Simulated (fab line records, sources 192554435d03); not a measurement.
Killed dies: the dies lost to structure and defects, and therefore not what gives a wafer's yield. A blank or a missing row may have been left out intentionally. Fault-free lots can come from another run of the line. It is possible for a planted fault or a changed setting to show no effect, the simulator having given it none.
Problem report in the 8D (eight disciplines) form, filled by code    flow n5-finfet    the parts of the form that need people (team, actions taken, sign-off) are left out

== 1. PROBLEM STATEMENT ==
spin-speed-rpm at N5_BEOL_M4_COAT_61 reads a mean of 1196.6 rpm on 6 wafers of 2 lots; wafers without a fault read 1500.0 rpm with a standard deviation of 0.9. So: -99 or more standard deviations from the usual mean.
The step: time 60 s, resist thk 60 nm.
The first sign was on wafer L153.2 at day 11 03:47, on litho-track-03. The record holds 12 wafers of 4 lots with a number at this step. Rule for "out", or "out of limits": more than 4 standard deviations from the usual mean. Any other wafer with a number is counted as sound.

== 2. WHAT IT IS AND WHAT IT IS NOT ==
question                     is                      is not
which readings at this step  spin-speed-rpm          -
which lots                   L153, L155              L145, L158
which wafers of those lots   all that have a number  -
read on which tools          litho-track-03          litho-track-01
when                         from day 11 03:47       up to then (3 sound wafers); but 3 sound wafers of L158 came after

== 3. THE SUSPECTS, EACH WITH WHAT RULES IT OUT ==
Counting: any tool at a process step up to the reading is kept as a suspect provided that every lot that is out went through it and no sound lot did after the first of them.
- litho-track-03 at N5_BEOL_M4_COAT_61 (time 60 s, resist thk 60 nm): kept. It processed each lot that is out, first L153 at day 11 03:47, and no sound lot thereafter; up to then, the last sound lot it processed was L145 at day 9 10:18. Its own readings are out on those wafers: spin-speed-rpm.
Left after counting: litho-track-03 at N5_BEOL_M4_COAT_61.

== 4. THE CAUSE (what the simulator had put in) ==
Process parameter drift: litho-track-03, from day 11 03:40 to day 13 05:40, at N5_BEOL_M4_COAT_61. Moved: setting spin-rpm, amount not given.
The count eliminated every tool but this one.

== 5. THE EFFECT CHAIN, in route order ==
One row per reading whose mean, taken over the struck wafers that have a number, lies over 3 standard deviations from the usual. Scope: only readings with a usual standard deviation given in the record; hours: median across lots of the time from each lot's start at the first step in this table that gives one to its start at this step; sigmas: change in usual standard deviations.
hours  step                reading         usual       on struck wafers  change  sigmas
0      N5_BEOL_M4_COAT_61  spin-speed-rpm  1500.0 rpm  1196.6            -303.4  -99 or more
Here are the process steps it includes:
- N5_BEOL_M4_COAT_61: time 60 s, resist thk 60 nm.
At these later measuring or inspecting steps, every struck wafer for which the step has a row has a number for every such reading, and none has moved that far: N5_BEOL_M4_RC_MEAS_101.

== 6. WHAT WOULD HAVE CAUGHT IT SOONER ==
First out-of-limits reading in this record: day 11 03:47, which is 0 hours after fault onset at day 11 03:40.
